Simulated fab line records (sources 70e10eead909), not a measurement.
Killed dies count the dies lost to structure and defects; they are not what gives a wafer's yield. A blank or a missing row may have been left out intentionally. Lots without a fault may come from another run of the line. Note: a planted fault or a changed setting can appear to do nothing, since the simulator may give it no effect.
Chamber matching + flow nand harc + NHARC_A_STAIRCASE_ETCH_292 on rie diel-09: 4 sister chambers
The step etches the open film in CF4/CHF3. 14 wafers are shown with their chamber, then 7 later ones without.

## WAFERS PAIRED WITH THEIR CHAMBERS
| wafer  | chamber | drypump motor current A (A) | showerhead plenum p Torr (Torr) | rf vpp V (V) |
|--------|---------|-----------------------------|---------------------------------|--------------|
| L076.1 | 1       | 5.7                         | 1.60                            | 372.1        |
| L076.4 | 3       | 6.4                         | 1.60                            | 372.0        |
| L076.6 | 1       | 5.8                         | 1.60                            | 371.7        |
| L080.3 | 3       | 6.3                         | 1.60                            | 372.2        |
| L080.4 | 1       | 5.7                         | 1.60                            | 371.6        |
| L080.6 | 2       | 6.2                         | 1.61                            | 371.9        |
| L084.1 | 0       | 4.8                         | 1.56                            | 369.8        |
| L084.4 | 3       | 6.3                         | 1.60                            | 370.8        |
| L084.5 | 3       | 6.3                         | 1.60                            | 371.5        |
| L087.2 | 1       | 5.8                         | 1.60                            | 370.9        |
| L087.5 | 1       | 5.7                         | 1.60                            | 370.8        |
| L087.6 | 0       | 4.8                         | 1.56                            | 370.7        |
| L093.3 | 2       | 6.2                         | 1.60                            | 372.8        |
| L093.5 | 2       | 6.2                         | 1.60                            | 371.0        |

SIGNATURES (averages over the wafers above)
| reading                  | chamber 0 | chamber 1 | chamber 2 | chamber 3 | scatter within a chamber |
|--------------------------|-----------|-----------|-----------|-----------|--------------------------|
| drypump motor current A  | 4.800     | 5.740     | 6.200     | 6.325     | 0.0442                   |
| showerhead plenum p Torr | 1.5600    | 1.6000    | 1.6033    | 1.6000    | 0.00258                  |
| rf vpp V                 | 370.250   | 371.420   | 371.900   | 371.625   | 0.665                    |
Rule: for a wafer and a chamber, the distance is found by dividing, reading by reading, the gap between the wafer's reading and the chamber's mean by the reading's scatter, squaring, summing and taking the root. The wafer belongs to the nearest chamber; if the next one is less than 2 further off, it can't be placed. The scatter: take each reading less its chamber's mean, square it, sum over the shown wafers, divide by the number of wafers less the number of chambers, and take the root.

## WAFERS WITH NO CHAMBER GIVEN
| wafer  | drypump motor current A (A) | showerhead plenum p Torr (Torr) | rf vpp V (V) |
|--------|-----------------------------|---------------------------------|--------------|
| L093.6 | 5.8                         | 1.59                            | 371.0        |
| L094.2 | 6.2                         | 1.60                            | 371.1        |
| L094.3 | 4.8                         | 1.56                            | 369.4        |
| L094.4 | 5.7                         | 1.59                            | 370.4        |
| L096.3 | 4.8                         | 1.56                            | 369.3        |
| L096.4 | 6.4                         | 1.59                            | 372.1        |
| L096.5 | 6.2                         | 1.60                            | 370.2        |

## WHICH CHAMBER EACH ONE RAN IN
| wafer  | from the rows above     | in truth |
|--------|-------------------------|----------|
| L093.6 | 1                       | 1        |
| L094.2 | can't be placed: 2 or 3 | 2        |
| L094.3 | 0                       | 0        |
| L094.4 | 1                       | 1        |
| L096.3 | 0                       | 0        |
| L096.4 | 3                       | 3        |
| L096.5 | can't be placed: 2 or 3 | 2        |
Correctly placed: 5 of 7. Cannot be placed on the basis of these rows: 2; the candidates contain the true chamber in 2. Placed wrongly: 0.
